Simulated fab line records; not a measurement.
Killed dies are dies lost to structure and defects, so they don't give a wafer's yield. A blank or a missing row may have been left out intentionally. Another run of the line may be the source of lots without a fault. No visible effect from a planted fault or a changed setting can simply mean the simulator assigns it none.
fab line records | flow n5_finfet
record: lots: 4 wafers: 10 last_day: 21
route steps=1938 shown BEOL_M13@1692 BEOL_M14@1716 PASSIVATION@1936
lots untouched by any fault: they come from a run of this same line in which no faults occurred
start_h: hours from the record's first day to the start of the lot's first wafer shown | wait_h: how many hours have passed since the lot's step before this one | " repeats the value in the row above | L1.1+2: a row that stands for several wafers | - value missing, or start not given | * or withheld: withheld | < > ~ a bound
route shown NAME@n: a module of which the file shows steps, and the number in the route of the first | usual: the fault-free wafers' mean and standard deviation | same: alike in all rows | chamber/n: place in a boat | sites: the reading at each site | _std_site: the values' standard deviation | _edge_site: inner sites' mean taken away from outer sites' mean | radius_mm: how far each site lies from the wafer's centre | mask NAME#n: copy n | behind: the tool/chamber that last shaped the wafer | hold: reason for holding the lot/hours on hold/outcome of the hold | device: which transistor (n, p or np) failed to switch | end of line: tests run on the same wafers once the route is complete | a step without rows: its recipe alone | killed: dies that structure and defects cost at the first sort, which is not the same as the wafer's yield | map: dies across one wafer; x = killed, . = not, _ = none there
set.NAME: the setting that was run; set.NAME@STEP: the one run at that earlier step | model.NAME: the simulator's own value behind a step, which no gauge read
certain route steps with their lots: each step a table, each wafer a row
== steps ==
step: N5_BEOL_M13_DESCUM_33
recipe: chemistry: O2 time_s: 7.9 source_power_w: 50 bias_power_w: 20 pressure_mtorr: 20 rf_frequency_hz: 2.712e+07 temp_c: 40 o2_flow_sccm: 225
step: N5_BEOL_M13_ETCH_67
recipe: chemistry: CF4 target: SiARC target_depth_a: 1430 time_s: 238.3 ion_energy_ev: 80 pressure_mtorr: 40 source_w: 545 bias_w: 36 Ar_flow_sccm: 100 cf4_flow_sccm: 100 ends: cleared
step: N5_BEOL_M13_ETCH_68
recipe: chemistry: N2/H2 target: SOC mask_material: SiARC source_w: 3000 bias_w: 350 temp_c: 40 time_s: 355 ion_energy_ev: 200 pressure_mtorr: 30 n2_flow_sccm: 200 h2_flow_sccm: 200
step: N5_BEOL_M13_STRIP_69
recipe: chemistry: N2/H2 temp_c: 40 n2_flow_sccm: 200 h2_flow_sccm: 200 rf_frequency_hz: 6e+07
step: N5_BEOL_M13_TRENCH_ETCH_34
recipe: chemistry: C4F8/O2/Ar target: SiOC target_depth_a: 4134.7 mask_material: SOC pressure_mtorr: 30 source_w: 3000 bias_w: 700 Ar_flow_sccm: 400 C4F8_flow_sccm: 15 O2_flow_sccm: 8 he_inner_torr: 15 he_outer_torr: 30 time_s: 162.6 ion_energy_ev: 250
step: N5_BEOL_M13_STRIP_70
recipe: chemistry: C4F8/O2/Ar resist: SiARC rf_frequency_hz: 6e+07
step: N5_BEOL_M13_STRIP_37
recipe: chemistry: N2/H2 power_w: 1000 temp_c: 250 h2_frac: 0.65 overash_fraction: 0.3 pressure_mtorr: withheld n2_flow_sccm: 1750 h2_flow_sccm: 3250
step: N5_BEOL_M13_ETCH_38
recipe: chemistry: CF4/N2 target: SiCN target_depth_a: 675 taper_deg: 2 time_s: 71.9 ion_energy_ev: 150 mask_material: SiO2 pressure_mtorr: 40 source_w: 430 bias_w: 70 Ar_flow_sccm: 100 cf4_flow_sccm: 60 n2_flow_sccm: 60
step: N5_BEOL_M13_PRECLEAN_39
recipe: chemistry: residue_remover time_s: 60 temp_c: 40
columns lot.wafer tool chamber start_h wait_h
L889.3+4+5 wet_bench-04 2,1,3 436.28 0.1
L893.1+2+6 wet_bench-04 2,0,3 442.28 0.1
L898.3+4+6 wet_bench-04 0,4,1 450.76 0.1
L896.2 wet_bench-04 2 457.24 0.1
step: N5_BEOL_M13_SRD_40
recipe: time_s: 30 temp_c: 23 rinse_liquid: diw dry: n2_spin spin_rpm: 1500 dry_time_s: 30
step: N5_BEOL_M13_DEGAS_41
recipe: ambient: vacuum temp_c: 250 time_s: 60
step: N5_BEOL_M13_PRE_CLEAN_42
recipe: gas: H2/He time_s: 30 temp_c: 250
step: N5_BEOL_M13_SPUTTER_43
recipe: material: TaN target_thk_a: 150 temp_c: 50 bias_v: 168.6 power_w: 15000 chamber_pressure_pa: 0.12 time_s: 24.19
step: N5_BEOL_M13_SPUTTER_44
recipe: material: Ta target_thk_a: 100 temp_c: 50 bias_v: 80 power_w: 15000 chamber_pressure_pa: 0.07 time_s: 16.13
step: N5_BEOL_M13_SPUTTER_45
recipe: material: Cu target_thk_a: 800 temp_c: -20 bias_v: 60 power_w: 26000 chamber_pressure_pa: 0.13 time_s: 13.33
step: N5_BEOL_M13_ECD_47
recipe: material: Cu target_thk_a: 9360
step: N5_BEOL_M13_ANNEAL_48
recipe: temp_c: 225 time_s: 90 ambient: N2
step: N5_BEOL_M13_CMP_49
recipe: stop_on: SiOC t_overpolish_s: 17.1 down_force_psi: 1 platen_rpm: 50 clearing_platen_down_force_psi: 1.5 clearing_platen_rpm: 50 post_cmp_clean: cu_alkaline target_thk_nm: 420 clearing_platen_pad_velocity_m_s: 0.99484 pad_velocity_m_s: 0.99484
step: N5_BEOL_M13_PRE_CLEAN_52
recipe: gas: NH3 time_s: 15 temp_c: withheld rf_power_w: 300
step: N5_BEOL_M13_DEP_53
recipe: material: SiCN target_thk_a: 500 temp_c: withheld precursor: 3MS/NH3 pressure_torr: 3 rf_w: 675 time_s: 17.8
step: N5_BEOL_M14_ILD_DEP_00
recipe: material: SiO2 target_thk_a: 11193 temp_c: 400 precursor: TEOS/O2 pressure_torr: 6.5 rf_w: 900 teos_flow_sccm: 161.4 gas: O2 flow_sccm: 2650 time_s: 237.4
step: N5_BEOL_M14_COAT_58
recipe: resist: BARC temp_c: 205 time_s: 60 spin_rpm: 1500 resist_thk_nm: 89
step: N5_BEOL_M14_COAT_04
recipe: spin_rpm: 1704 resist_thk_nm: 800
step: N5_BEOL_M14_EBR_06
recipe: solvent: PGMEA ebr_width_mm: 1.5
step: N5_BEOL_M14_SOFTBAKE_05
recipe: temp_c: 130 time_s: 60
step: N5_BEOL_M14_EXPOSE_07
recipe: mask_id: V13 na: 0.8 source_shape: annular sigma_inner: 0.5 sigma_outer: 0.8 polarization: unpolarized attpsm_phase_deg: 180 dose_mj: 57
step: N5_BEOL_M14_PEB_08
recipe: peb_temp_c: 130 peb_time_s: 90
step: N5_BEOL_M14_DEVELOP_09
recipe: develop_time_s: 45 rinse_liquid: diw dry: air_spin dev_temp_c: 21
step: N5_BEOL_M14_HARDBAKE_14
recipe: temp_c: 130 time_s: 120
step: N5_BEOL_M14_DESCUM_15
recipe: chemistry: O2 time_s: 7.9 source_power_w: 50 bias_power_w: 20 pressure_mtorr: 20 rf_frequency_hz: 2.712e+07 temp_c: 40 o2_flow_sccm: 225
step: N5_BEOL_M14_ETCH_59
recipe: chemistry: N2/H2 target: BARC target_depth_a: 890 overetch_a: 267 time_s: 67.9 ion_energy_ev: 200 pressure_mtorr: 30 source_w: 840 bias_w: 150 n2_flow_sccm: 200 h2_flow_sccm: 200
step: N5_PASSIVATION_PROBE_49
usual: defect_limited_yield: 90.9/1.6 killed_at_M0_to_M3: 37/11 killed_at_M4_up: 15/5.6 killed_at_contacts: 13/6.4 killed_at_front_end: 39/11 killed_at_other: 4/3.1 killed_dies: 107/19 killed_on_rim: 14/4.3 killed_open: 71/14 killed_short: 34/7.8 sort_bin_5_function: 5.3/1 sort_bin_6_memory: 3.4/0.72 sort_n_pass: 1072/20 sort_yield_pct: 90.9/1.7
same: gross_dies: 1180 killed_at_back_side: 0 sort_bin_4_leakage[%]: 0 sort_bin_8_speed[%]: 0
columns lot.wafer tool chamber start_h wait_h defect_limited_yield[%] killed_at_M0_to_M3 killed_at_M4_up killed_at_contacts killed_at_front_end killed_at_other killed_dies killed_on_rim killed_open killed_short sort_bin_5_function[%] sort_bin_6_memory[%] sort_n_pass sort_yield_pct[%]
L889.3 prober-01 - 468.03 0.1 92.8 35 1 19 24 6 85 10 58 27 4.2 2.5 1095 92.8
L893.1 prober-01 - 473.83 0.0 83.7 31 111 16 32 2 192 10 58 29 11.4 3.6 988 83.7
L893.6 prober-01 - 474.08 0.3 91.0 24 23 12 39 8 106 12 77 25 5.1 3.6 1074 91.0
L896.2 prober-01 - 496.22 0.1 85.3 22 111 9 30 2 174 19 51 26 9.7 3.7 1006 85.3
killed by level:class
L889.3 MOL_CONTACT_COAG:geometric_particle:open=14 BEOL_M0_SAQP:geometric_particle:open=10 STI_FIN_REVEAL:geometric_particle:open=8 BEOL_M1:geometric_particle:open=8 BEOL_M2:geometric_particle:open=8 BEOL_M0_SAQP:geometric_particle:short=6 MOL_CONTACT_COAG:geometric_particle:short=5 GATE_CUT:geometric_particle:short=4
L893.1 BEOL_M13:unspecified=104 MOL_CONTACT_COAG:geometric_particle:open=11 FIN_SAQP:geometric_particle:open=10 BEOL_M0_SAQP:geometric_particle:short=8 BEOL_M0_SAQP:geometric_particle:open=7 STI_FIN_REVEAL:geometric_particle:open=6 BEOL_M2:geometric_particle:open=6 MOL_CONTACT_COAG:geometric_particle:short=5
L893.6 MOL_CONTACT_COAG:geometric_particle:open=12 BEOL_M4:geometric_particle:open=11 STI_FIN_REVEAL:geometric_particle:open=10 FIN_SAQP:geometric_particle:open=9 GATE_CUT:geometric_particle:short=8 BEOL_M0_SAQP:geometric_particle:open=8 BEOL_M3:geometric_particle:open=6 BEOL_M5:geometric_particle:open=4
L896.2 BEOL_M13:unspecified=96 STI_FIN_REVEAL:geometric_particle:open=9 MOL_CONTACT_COAG:geometric_particle:open=7 BEOL_M3:geometric_particle:open=7 BEOL_M4:geometric_particle:short=6 FIN_SAQP:geometric_particle:open=5 BEOL_M0_SAQP:geometric_particle:short=5 STI_FIN_REVEAL:geometric_particle:short=3
map L893.1 (x killed, . not)
_________________............________________
______________...x.x.......x...._____________
___________........................__________
__________........x.........x......._________
________.......x...............x......_______
_______......x.............xx....x.....______
______.......x.........................._____
_____............x.......................____
____................x.........x...........___
___...................x.x.....x..x..x....x.__
___..........x.x..x.........x..............__
__........................x..x.............._
__x..............xx...x..........x.........._
_........x...x...............................
_.......................x....................
_........x.............x...x.................
_....x.............................xx..x.....
_.........x....x.x..x.....xx..x.......x.....x
_...x....x......x...................x........
_.x...............................x.x........
_......x.x........x...................x......
__..............xx........................x._
__...x.........x.x...x...xx..........x......_
___...x........x.x.x.xx.xx.................__
___...x...x.x...xxxxxxxxxx...........x....x__
____...........xxxxx.xxxx..x..............___
_____......x..xxxxxxxxxxxxx...x..........____
______.....x...xxxxxxxxxxxxx........xx.._____
_______..x...xxxxxxxxxxxxxxx...........______
________.......xxxxxxxxx.xxx.........._______
__________......xxxxxxxx.x.x........_________
___________....xx..xxxxxx..x.....x.__________
______________....xxx.x........._____________
_________________x...x.x..x..________________
map L896.2 (x killed, . not)
_________________...........x________________
______________.................._____________
___________........................__________
__________...........x.x.x.........._________
________...............x..x..........x_______
_______................................______
______.........x........................_____
_____...................x................____
____.....................x................___
___x.....................x.x...............__
___........................................__
__x.........x.........x..x.................._
__...x..........xx.........................._
_.x...............x....x....................x
_.....x......x.................x.....x.......
_..............x.....x........x............x.
_............x......x.............x.....x..x.
_........x.x..................x.....x...x....
_x............x.............................x
_.............x......x.......x.......x.......
_...............................x...........x
__x.x.................x..x...x.............._
__..............x.x..xx..x.................._
___.....x........x.xxxxx.xx........x.......__
___..........x..xxxxxxxxx..................__
____.............xxxxxxxxx................___
_____x.......x.xxxxxxxxxxx...x.......x...____
______x....xx..xxxxxxxxxxx.............._____
_______.....x.xxxxxxxxxxxxx..x.....x..x______
________.....xxxxxxxxxxxxxx..........._______
__________.....x.xxxxxxx..x........._________
___________...x....x.xxx...........__________
______________x.xxx.x.xx.x......_____________
_________________..x.x.......________________
== key ==
first_sign: step: N5_PASSIVATION_PROBE_49 reading: killed_at_M4_up direction: up sigmas: 17 usual: 15 struck: 111
effect: step: N5_PASSIVATION_PROBE_49 reading: defect_limited_yield direction: down sigmas: 4 usual: 90.9 struck: 84.5
more_kills_born_at: N5_BEOL_M13_PRECLEAN_39@wet_bench-04: 200
met_at N5_BEOL_M13_PRECLEAN_39
struck_wafers L893.1,L896.2
onset_between 436.28 442.28
earlier_fault: kind: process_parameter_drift tool: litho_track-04 chamber: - onset_h: 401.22 steps: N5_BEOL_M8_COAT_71 channel: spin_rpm offset: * shape: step acts_in: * stated: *
fault: kind: chamber_particle_source tool: wet_bench-04 chamber: 2 onset_h: 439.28 steps: N5_BEOL_M13_PRECLEAN_39 rate_per_visit_cm2: 0.48112
